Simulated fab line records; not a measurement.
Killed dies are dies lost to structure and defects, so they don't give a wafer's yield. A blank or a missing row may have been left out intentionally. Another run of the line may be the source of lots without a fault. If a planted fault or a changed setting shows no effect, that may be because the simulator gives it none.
fab line records    flow n5_finfet
record: lots: 6  wafers: 18  last_day: 18
route steps=1938 shown FIN_SAQP@130 BEOL_M4@1111
lots that met no fault: taken from a fault-free run of the same line
start_h: the number of hours between the record's first day and the start of the first shown wafer of the lot    wait_h: time in hours since the lot's previous step    " repeats the value in the row above    L1.1+2: one row covering several wafers at once    - value missing, or start not given    * or withheld: withheld    < > ~ a bound
route shown NAME@n: NAME is a module with steps in the file, n the number in the route of the first one    usual: mean/standard deviation taken from wafers without a fault    same: alike in all rows    chamber/n: place in a boat    sites: per-site readings    _std_site: the values' standard deviation    _edge_site: inner sites' mean taken away from outer sites' mean    radius_mm: how far each site lies from the wafer's centre    mask NAME#n: copy n    behind: the tool/chamber that last shaped the wafer    hold: the reason the lot was held/the length of the hold in hours/how it ended    device: which transistor (n, p or np) failed to switch    end of line: the same wafers' tests at the end of the route    a step without rows: its recipe alone    killed: not the wafer's yield, but the dies lost to structure and defects at the first sort    map: per-die view of a wafer (x killed, . not killed, _ where there is no die)
set.NAME: setting as actually run; set.NAME@STEP: the setting as run at that earlier step    model.NAME: the simulator's own value behind a step, which no gauge read
a table for each step, a row for each wafer; lots at some steps of the route
services: the hour from which a tool's chamber was out of use, counted from the record's first day as start_h (under 0 if before that day), plus the number of hours and why
== steps ==
step: N5_FIN_SAQP_ETCH_65
recipe: chemistry: CF4  target: SiO2  target_depth_a: 40  ion_energy_ev: 350  time_s: 4.4  pressure_mtorr: 10  icp_w: 800  bias_w: 400  cf4_flow_sccm: 80
step: N5_FIN_SAQP_MANDREL_ETCH_58
recipe: chemistry: HBr/Cl2  target: a-Si  target_depth_a: 450  bt_time_s: 10  stop_on: SiNx  mask_material: SiO2  over_etch_frac: 0.8  time_s: 27  pressure_mtorr: 10  icp_w: 800  bias_w: 75  HBr_flow_sccm: 150  Cl2_flow_sccm: 80  ends: end_point
step: N5_FIN_SAQP_RECESS_63
recipe: chemistry: HF/NH3  target: SiO2  target_depth_a: 180  afs_cycles: 3  temp_c: 30  sublimation_temp_c: 180  sublimation_time_s: 60
usual: drypump_motor_current_A: 5.82/0.23
lot.wafer  tool           chamber  start_h  wait_h  drypump_motor_current_A
L295.1     vapor_etch-02  1        55.69    0.1     5.35
L295.4     "              0        "        "       5.88
L295.5     "              1        "        "       5.37
L297.2     vapor_etch-02  0        67.08    0.1     5.92
L297.4     "              0        "        "       5.91
L297.5     "              1        "        "       5.37
L309.1     vapor_etch-01  1        138.52   0.1     5.99
L309.3     "              1        "        "       5.99
L309.6     "              0        "        "       5.92
L310.1     vapor_etch-02  0        144.06   0.1     5.90
L310.2     "              1        "        "       5.35
L310.6     "              1        "        "       5.37
L311.1     vapor_etch-02  0        151.13   0.1     5.89
L311.4     "              1        "        "       5.38
L311.6     "              1        "        "       5.38
L312.1     vapor_etch-01  1        157.83   0.1     5.99
L312.3     "              0        "        "       5.87
L312.5     "              0        "        "       5.87
step: N5_FIN_SAQP_COAT_68
recipe: resist: SOC  temp_c: 250  time_s: 60  spin_rpm: 1500  resist_thk_nm: 100
step: N5_FIN_SAQP_ETCH_69
recipe: chemistry: N2/H2  target: SOC  target_depth_a: 1500  stop_on: SiNx  ion_energy_ev: 100  bias_w: 61  pressure_mtorr: 30  source_w: 850  n2_flow_sccm: 200  h2_flow_sccm: 200
usual: drypump_motor_current_A: 5.7/0.46  oes_product_au: 0.80/0.074  rf_vpp_V: 240.1/1.2  showerhead_plenum_p_Torr: 2.51/0.077  throttle_valve_pct: 17.76/0.2
lot.wafer  tool         chamber  start_h  wait_h  drypump_motor_current_A  oes_product_au  rf_hours_counter_h  rf_vpp_V  showerhead_plenum_p_Torr  throttle_valve_pct
L295.1     rie_diel-01  1        56.14    -       5.0                      0.70            218                 238.1     2.40                      17.97
L295.4     "            3        "        "       6.2                      0.82            62                  240.4     2.47                      17.63
L295.5     "            2        "        "       5.6                      0.81            -                   241.4     2.59                      17.83
L297.2     rie_diel-01  3        67.53    -       6.2                      0.82            66                  238.5     2.47                      17.63
L297.4     "            0        "        "       6.2                      0.91            17                  240.1     2.48                      17.58
L297.5     "            2        "        "       5.6                      0.81            -                   241.6     2.59                      17.85
L309.1     rie_diel-01  3        138.96   -       6.2                      0.79            99                  240.3     2.46                      17.68
L309.3     "            0        "        "       6.2                      0.85            50                  238.3     2.47                      17.63
L309.6     "            1        "        "       5.0                      0.68            -                   239.0     2.39                      18.01
L310.1     rie_diel-04  0        144.60   -       6.1                      0.88            23                  238.7     2.48                      17.60
L310.2     "            3        "        "       5.5                      0.87            40                  239.8     2.57                      17.56
L310.6     "            2        "        "       4.7                      0.89            -                   241.1     2.59                      17.50
L311.1     rie_diel-02  1        151.58   -       6.2                      0.76            132                 240.6     2.43                      17.73
L311.4     "            0        "        "       5.2                      0.70            184                 239.0     2.53                      17.95
L311.6     "            2        "        "       5.7                      0.88            -                   240.0     2.50                      18.14
L312.1     rie_diel-02  1        158.46   -       6.1                      0.75            134                 237.8     2.43                      17.73
L312.3     "            0        "        "       5.3                      0.70            187                 240.1     2.53                      17.97
L312.5     "            1        "        "       6.1                      0.75            -                   239.7     2.43                      17.74
step: N5_FIN_SAQP_ETCH_67
recipe: chemistry: CH3F/O2  target: SiNx  target_depth_a: 300  mask_material: SOC  pressure_mtorr: 30  source_w: 395  bias_w: 73  Ar_flow_sccm: 150  CH3F_flow_sccm: 30  O2_flow_sccm: 20  ion_energy_ev: 120
step: N5_FIN_SAQP_STRIP_70
recipe: chemistry: N2/H2  power_w: 500  temp_c: 40  pressure_mtorr: 50  rf_frequency_hz: 6e+07  overash_fraction: 0.3  bias_power_w: 28  h2_frac: 0.5  n2_flow_sccm: 300  h2_flow_sccm: 300
usual: drypump_motor_current_A: 5.7/0.46  oes_product_au: 0.82/0.076  power_w: 499.8/1.4  rf_vpp_V: 121.7/0.9  showerhead_plenum_p_Torr: 3.32/0.098  throttle_valve_pct: 18.9/0.43
lot.wafer  tool         chamber  start_h  wait_h  drypump_motor_current_A  oes_product_au  power_w  rf_hours_counter_h  rf_vpp_V  showerhead_plenum_p_Torr  throttle_valve_pct
L295.1     rie_diel-01  1        56.24    0.0     5.1                      0.70            501.2    218                 121.8     3.18                      18.9
L295.4     "            3        "        "       6.2                      0.84            499.4    62                  120.9     3.27                      18.6
L295.5     "            2        "        "       5.6                      0.84            499.4    -                   120.6     3.42                      19.3
L297.2     rie_diel-01  3        67.63    0.0     6.2                      0.84            495.8    66                  121.8     3.27                      18.6
L297.4     "            0        "        "       6.3                      0.90            499.7    17                  121.1     3.28                      18.6
L297.5     "            2        "        "       5.6                      0.83            497.9    -                   120.6     3.42                      19.3
L309.1     rie_diel-01  3        139.06   0.0     6.3                      0.79            502.0    99                  121.0     3.25                      18.7
L309.3     "            0        "        "       6.3                      0.85            498.3    50                  121.5     3.26                      18.6
L309.6     "            1        "        "       5.0                      0.69            500.6    -                   122.2     3.16                      19.0
L310.1     rie_diel-04  0        144.70   0.0     6.2                      0.91            502.0    24                  121.4     3.28                      18.6
L310.2     "            3        "        "       5.5                      0.87            499.7    40                  121.8     3.39                      18.5
L310.6     "            2        "        "       4.8                      0.91            497.6    -                   123.6     3.42                      18.4
L311.1     rie_diel-02  1        151.68   0.0     6.2                      0.77            498.4    132                 121.0     3.21                      18.6
L311.4     "            0        "        "       5.3                      0.71            499.4    184                 122.5     3.34                      19.2
L311.6     "            2        "        "       5.7                      0.90            501.5    -                   121.9     3.30                      19.9
L312.1     rie_diel-02  1        158.56   0.0     6.2                      0.76            504.0    134                 122.7     3.21                      18.6
L312.3     "            0        "        "       5.3                      0.70            501.3    187                 121.4     3.34                      19.2
L312.5     "            1        "        "       6.2                      0.77            501.1    -                   120.1     3.21                      18.6
step: N5_FIN_SAQP_RECESS_71
recipe: chemistry: HF/NH3  target: SiO2  target_depth_a: 30  afs_cycles: 1  temp_c: 30  sublimation_temp_c: 180  sublimation_time_s: 60
step: N5_FIN_SAQP_SPACER2_ALD_28
recipe: material: SiO2  target_thk_a: 81  temp_c: 300  ald_precursor_family: BDEAS  ald_co_reactant: O2-plasma  pulse_time_s: 1  purge_time_s: 2  co_reactant_purge_time_s: 2  pressure_torr: 2
usual: heater_power_w: 483/40  precursor_pulse_height_rel: 0.997/0.021
lot.wafer  tool        chamber  start_h  wait_h  heater_power_w  precursor_pulse_height_rel
L295.1     ald_sin-02  1        56.45    0.1     541             0.996
L295.4     "           3        "        "       440             0.973
L295.5     "           0        "        "       449             0.974
L297.2     ald_sin-04  1        67.84    0.1     435             1.002
L297.4     "           2        "        "       491             0.971
L297.5     "           1        "        "       427             1.026
L309.1     ald_sin-03  1        139.27   0.1     478             0.998
L309.3     "           0        "        "       447             1.019
L309.6     "           0        "        "       436             0.988
L310.1     ald_sin-04  1        144.90   0.1     444             1.017
L310.2     "           2        "        "       501             0.978
L310.6     "           1        "        "       430             0.998
L311.1     ald_sin-03  3        151.96   0.2     558             0.988
L311.4     "           2        "        "       479             1.001
L311.6     "           0        "        "       438             0.997
L312.1     ald_sin-03  0        158.77   0.1     448             1.012
L312.3     "           2        "        "       463             0.986
L312.5     "           3        "        "       535             0.995
step: N5_FIN_SAQP_SPACER2_ETCHBACK_29
recipe: chemistry: CHF3/O2  mode: anisotropic_etchback  target: SiO2  target_depth_a: 122  time_s: 6.1  pressure_mtorr: 30  source_w: 650  bias_w: 170  Ar_flow_sccm: 200  CHF3_flow_sccm: 50  O2_flow_sccm: 5  ion_energy_ev: 200
usual: drypump_motor_current_A: 5.7/0.46  oes_product_au: 0.83/0.073  rf_vpp_V: 524/11  showerhead_plenum_p_Torr: 2.39/0.07  throttle_valve_pct: 18.85/0.15
lot.wafer  tool         chamber  start_h  wait_h  drypump_motor_current_A  oes_product_au  rf_hours_counter_h  rf_vpp_V  showerhead_plenum_p_Torr  throttle_valve_pct
L295.1     rie_diel-01  0        56.77    0.2     6.2                      0.92            15                  506       2.37                      18.82
L295.4     "            2        "        "       5.6                      0.82            71                  532       2.44                      18.80
L295.5     "            3        "        "       6.2                      0.84            -                   538       2.36                      18.77
L297.2     rie_diel-04  0        68.16    0.2     6.2                      0.96            5                   526       2.38                      18.83
L297.4     "            3        "        "       5.5                      0.89            22                  533       2.48                      18.91
L297.5     "            0        "        "       6.1                      0.96            -                   526       2.38                      18.83
L309.1     rie_diel-02  1        139.59   0.2     6.1                      0.77            127                 517       2.32                      18.97
L309.3     "            2        "        "       5.7                      0.90            33                  501       2.37                      19.05
L309.6     "            3        "        "       5.9                      0.79            -                   538       2.53                      18.61
L310.1     rie_diel-04  1        145.50   0.4     5.4                      0.76            127                 517       2.31                      18.81
L310.2     "            3        "        "       5.5                      0.86            41                  533       2.47                      18.94
L310.6     "            0        "        "       6.1                      0.91            -                   526       2.38                      18.84
L311.1     rie_diel-04  0        152.32   0.2     6.2                      0.90            26                  526       2.37                      18.86
L311.4     "            2        "        "       4.7                      0.90            33                  531       2.45                      18.61
L311.6     "            0        "        "       6.1                      0.90            -                   525       2.38                      18.86
L312.1     rie_diel-04  2        159.09   0.2     4.7                      0.89            36                  531       2.45                      18.60
L312.3     "            1        "        "       5.4                      0.77            133                 516       2.31                      18.85
L312.5     "            1        "        "       5.4                      0.76            -                   515       2.31                      18.84
step: N5_FIN_SAQP_MANDREL2_REMOVE_60
recipe: chemistry: HBr/Cl2/O2  bt_time_s: 10  target: a-Si  stop_on: SiNx  endpoint: OES-SiCl  over_etch_frac: 1  icp_w: 600  bias_w: 22  HBr_flow_sccm: 150  Cl2_flow_sccm: 80  O2_flow_sccm: 5  pressure_mtorr: 10
step: N5_FIN_SAQP_CD_MEAS_31
recipe: target_cd_nm: 8  landing_energy_ev: 1000  detector: se_inlens  polarity: line
usual: cd_nm: 8.04/0.22
lot.wafer  tool       chamber  start_h  wait_h  cd_nm
L295.1     cd_sem-02  0        56.97    0.1     8.41
L295.4     "          0        "        "       8.15
L295.5     "          0        "        "       7.73
L297.2     cd_sem-01  0        68.36    0.1     7.84
L297.4     "          0        "        "       8.02
L297.5     "          0        "        "       8.02
L309.1     cd_sem-02  0        139.79   0.1     7.98
L309.3     "          0        "        "       8.17
L309.6     "          0        "        "       7.77
L310.1     cd_sem-02  0        145.70   0.1     8.36
L310.2     "          0        "        "       8.01
L310.6     "          0        "        "       8.22
L311.1     cd_sem-01  0        152.51   0.1     8.29
L311.4     "          0        "        "       8.08
L311.6     "          0        "        "       7.88
L312.1     cd_sem-02  0        159.30   0.1     8.04
L312.3     "          0        "        "       7.75
L312.5     "          0        "        "       8.24
step: N5_FIN_SAQP_HM_OPEN_33
recipe: chemistry: CH3F/O2  target: SiNx  mask_material: SiO2  target_depth_a: 494  time_s: 70.6  pressure_mtorr: 30  source_w: 395  bias_w: 73  Ar_flow_sccm: 150  CH3F_flow_sccm: 30  O2_flow_sccm: 20  ion_energy_ev: 120  ends: cleared
usual: drypump_motor_current_A: 5.7/0.46  etch_rf_on_time_s: 69.1/1.3  oes_product_au: 0.70/0.066  rf_vpp_V: 298/5.9  showerhead_plenum_p_Torr: 1.98/0.058  throttle_valve_pct: 16.27/0.15
lot.wafer  tool         chamber  start_h  wait_h  drypump_motor_current_A  etch_rf_on_time_s  oes_product_au  rf_hours_counter_h  rf_vpp_V  showerhead_plenum_p_Torr  throttle_valve_pct
L295.1     rie_diel-04  3        57.02    0.0     5.5                      69.6               0.76            20                  302       2.06                      16.31
L295.4     "            2        "        "       4.7                      69.5               0.82            10                  301       2.04                      16.00
L295.5     "            1        "        "       5.4                      69.9               0.68            -                   293       1.93                      16.23
L297.2     rie_diel-01  3        68.52    0.2     6.2                      67.8               0.71            67                  305       1.95                      16.19
L297.4     "            2        "        "       5.6                      68.1               0.70            76                  304       2.03                      16.22
L297.5     "            2        "        "       5.6                      68.6               0.70            -                   304       2.03                      16.22
L309.1     rie_diel-01  3        140.01   0.2     6.2                      83.1               0.62            99                  305       1.94                      16.25
L309.3     "            1        "        "       5.0                      83.7               0.53            241                 296       1.89                      16.59
L309.6     "            3        "        "       6.1                      84.1               0.62            -                   305       1.94                      16.26
L310.1     rie_diel-01  0        145.75   0.0     6.2                      79.5               0.66            53                  290       1.95                      16.31
L310.2     "            2        "        "       5.6                      79.6               0.61            114                 301       2.01                      16.28
L310.6     "            2        "        "       5.6                      80.9               0.61            -                   302       2.01                      16.29
L311.1     rie_diel-02  2        152.56   0.0     5.7                      65.9               0.77            39                  286       1.96                      16.41
L311.4     "            3        "        "       5.9                      69.7               0.66            126                 306       2.10                      16.06
L311.6     "            3        "        "       5.9                      68.9               0.65            -                   305       2.10                      16.03
L312.1     rie_diel-02  1        159.34   0.0     6.1                      68.0               0.66            135                 294       1.92                      16.44
L312.3     "            0        "        "       5.2                      71.5               0.60            187                 297       2.00                      16.46
L312.5     "            0        "        "       5.2                      71.0               0.60            -                   298       1.99                      16.47
step: N5_FIN_SAQP_ETCH_34
recipe: chemistry: C4F6/O2  target: SiO2  target_depth_a: 450  time_s: 15  ion_energy_ev: 250  pressure_mtorr: 30  source_w: 345  bias_w: 185  Ar_flow_sccm: 300  C4F6_flow_sccm: 10  O2_flow_sccm: 10  ends: cleared
step: N5_BEOL_M4_RC_MEAS_101
usual: DIBL_N: 36.0/2  DIBL_P: 36.2/2.2  IOFF_N: 0.16/0.034  IOFF_P: 0.21/0.04  ION_N: 675/12  ION_P: 463/7.2  SS_N: 71.6/0.6  SS_P: 73.3/0.67  VT_N: 250/3  VT_P: -251/3.4
lot.wafer  tool       chamber  start_h  wait_h  DIBL_N[mV/V]  DIBL_P[mV/V]  IOFF_N[nA/um]  IOFF_P[nA/um]  ION_N[uA/um]  ION_P[uA/um]  SS_N[mV/dec]  SS_P[mV/dec]  VT_N[mV]  VT_P[mV]
L295.1     prober-02  0        215.20   0.0     37.3          37.3          0.19           0.21           681           461           72.3          73.5          247       -252
L295.4     "          0        "        "       33.7          32.7          0.13           0.15           669           454           70.9          73.0          251       -257
L295.5     "          0        "        "       34.7          33.7          0.14           0.16           668           449           71.6          72.6          249       -256
L297.2     prober-01  0        217.83   0.2     35.2          36.0          0.18           0.23           690           472           72.1          72.8          243       -248
L297.4     "          0        "        "       31.9          32.0          0.11           0.17           665           459           70.5          72.5          255       -253
L297.5     "          0        "        "       34.9          35.7          0.16           0.22           677           468           70.7          72.6          250       -247
L309.1     prober-02  0        275.12   0.0     36.4          37.5          0.16           0.25           663           456           72.0          73.2          252       -248
L309.3     "          0        "        "       34.7          35.6          0.16           0.24           686           474           70.8          73.3          248       -246
L309.6     "          0        "        "       34.4          34.8          0.14           0.22           673           468           71.6          73.2          252       -248
L310.1     prober-02  0        308.93   0.0     38.3          37.7          0.18           0.22           672           460           71.9          73.9          252       -249
L310.2     "          0        "        "       36.7          36.8          0.16           0.21           687           472           72.0          73.7          250       -248
L310.6     "          0        "        "       37.5          37.7          0.17           0.23           670           466           72.0          74.0          253       -251
L312.1     prober-01  0        311.62   0.0     36.0          35.9          0.15           0.21           665           455           71.9          72.3          250       -250
L312.3     "          0        "        "       34.3          33.7          0.14           0.19           681           460           71.3          72.5          248       -248
L312.5     "          0        "        "       36.6          36.7          0.18           0.23           686           469           71.4          73.7          249       -247
L311.1     prober-02  0        314.66   0.0     34.8          34.0          0.14           0.17           673           464           70.5          73.1          252       -253
L311.4     "          0        "        "       35.9          34.4          0.14           0.17           661           451           70.8          73.0          249       -255
L311.6     "          0        "        "       32.5          31.0          0.10           0.14           659           456           70.5          72.0          253       -256
== services ==
tool           chamber  start_h  hours  kind
rie_diel-04    0        32.93    -      clean
rie_diel-04    0        32.93    -      consumable_replace:focus_ring
rie_diel-04    0        32.93    19.4   scheduled_down
rie_diel-04    0        32.93    19.4   vent_cycle
rie_diel-02    2        41.32    -      clean
rie_diel-02    2        41.32    -      consumable_replace:focus_ring
rie_diel-02    2        41.32    22.0   scheduled_down
rie_diel-02    2        41.32    22.0   vent_cycle
vapor_etch-02  -        57.66    0.5    repair
ald_sin-03     -        57.96    6.4    repair
rie_diel-04    3        58.26    5.1    repair
rie_diel-01    0        61.42    4.9    repair
rie_diel-02    -        63.20    0.4    repair
ald_sin-04     3        67.01    5.7    repair
rie_diel-04    2        85.92    7.1    repair
ald_sin-02     -        86.02    14.0   pm
ald_sin-02     0        86.02    14.0   vent_cycle
rie_diel-01    0        90.34    2.5    repair
rie_diel-04    -        93.97    28.1   pm
vapor_etch-01  0        112.75   10.5   repair
rie_diel-01    3        123.27   6.5    repair
rie_diel-02    0        128.23   12.0   repair
rie_diel-04    -        131.45   0.3    repair
ald_sin-04     0        136.29   5.6    repair
== key ==
first_sign: step: N5_FIN_SAQP_HM_OPEN_33  reading: etch_rf_on_time_s  direction: up  sigmas: 9.6  usual: *  struck: *
effect: step: N5_FIN_SAQP_HM_OPEN_33  reading: oes_product_au  direction: down  sigmas: 1.4  usual: 0.70  struck: 0.61
met_at N5_FIN_SAQP_HM_OPEN_33
struck_wafers L309.1,L309.3,L309.6,L310.1,L310.2,L310.6
onset_between 68.52 140.01
fault: kind: process_parameter_drift  tool: rie_diel-01  chamber: -  onset_h: 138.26  steps: N5_FIN_SAQP_HM_OPEN_33  channel: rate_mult  offset: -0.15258  shape: step  end_h: 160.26
